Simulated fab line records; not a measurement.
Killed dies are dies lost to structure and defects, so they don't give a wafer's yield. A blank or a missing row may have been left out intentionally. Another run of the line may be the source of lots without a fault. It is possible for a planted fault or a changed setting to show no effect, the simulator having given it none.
One fault seen from 2 desks	flow n5Finfet	each desk holds nothing but its own numbers, with what lay behind them at the end

FROM THE METROLOGY DESK
What the gauges read for every lot (on any tool): the sampled wafers with a number, averaged. Any lot whose mean is over 4 standard deviations away from the usual mean is out of limits and marked OUT; that distance is given in the brackets. 7 of its 10 readings are shown, namely those furthest out on some lot.
Columns: A = DIBL_N at N5_BEOL_M4_RC_MEAS_101, usual 35.8 mV/V; B = DIBL_P at N5_BEOL_M4_RC_MEAS_101, usual 35.9 mV/V; C = IOFF_N at N5_BEOL_M4_RC_MEAS_101, usual 0.152 nA/um; D = IOFF_P at N5_BEOL_M4_RC_MEAS_101, usual 0.21 nA/um; E = ION_P at N5_BEOL_M4_RC_MEAS_101, usual 462 uA/um; F = SS_P at N5_BEOL_M4_RC_MEAS_101, usual 73.2 mV/dec; G = VT_P at N5_BEOL_M4_RC_MEAS_101, usual -250 mV
lot	first seen here	A	B	C	D	E	F	G
L705	day 9 07:37	35.0	35.8	0.134	0.17	453	72.9	-253
L713	day 10 21:04	35.5	36.3	0.153	0.20	464	73.8	-251
L711	day 10 23:13	36.9	34.2	0.143	0.19	457	73.5	-252
L712	day 10 23:55	36.9	35.9	0.171	0.22	462	73.6	-250
L722	day 13 12:22	35.6	36.9	0.168	0.23	464	73.7	-248
Result from this desk: across the 5 lots, nothing is out of limits.

THE TOOL OWNER'S DESK: rieSi-04
The tool's own readings at N5_SDB_CUT_ETCH_26 (etches Si in HBr/Cl2/O2, target depth 129.6 nm, bt time 20 s, time 51.8 s): means of the sampled wafers that have a number, for each lot that ran on this tool. Any lot whose mean is over 4 standard deviations away from the usual mean is out of limits and marked OUT; that distance is given in the brackets.
Columns: A = drypumpMotorCurrentA at N5_SDB_CUT_ETCH_26, usual 5.8 A; B = oesProductAu at N5_SDB_CUT_ETCH_26, usual 0.999 a.u.; C = throttleValvePct at N5_SDB_CUT_ETCH_26, usual 37.2 %
lot	first seen here	A	B	C
L705	day 4 18:26	5.9	0.994	37.5
L711	day 6 08:38	5.9	0.981	37.1
L712	day 6 12:39	5.9	1.002	37.2
L713	day 6 20:09	6.0	0.996	37.6
Result from this desk: across the 4 lots, nothing is out of limits.

PUT TOGETHER
The metrology desk saw nothing out of limits.
The tool owner's desk saw nothing out of limits.

WHAT THE SIMULATOR PUT IN
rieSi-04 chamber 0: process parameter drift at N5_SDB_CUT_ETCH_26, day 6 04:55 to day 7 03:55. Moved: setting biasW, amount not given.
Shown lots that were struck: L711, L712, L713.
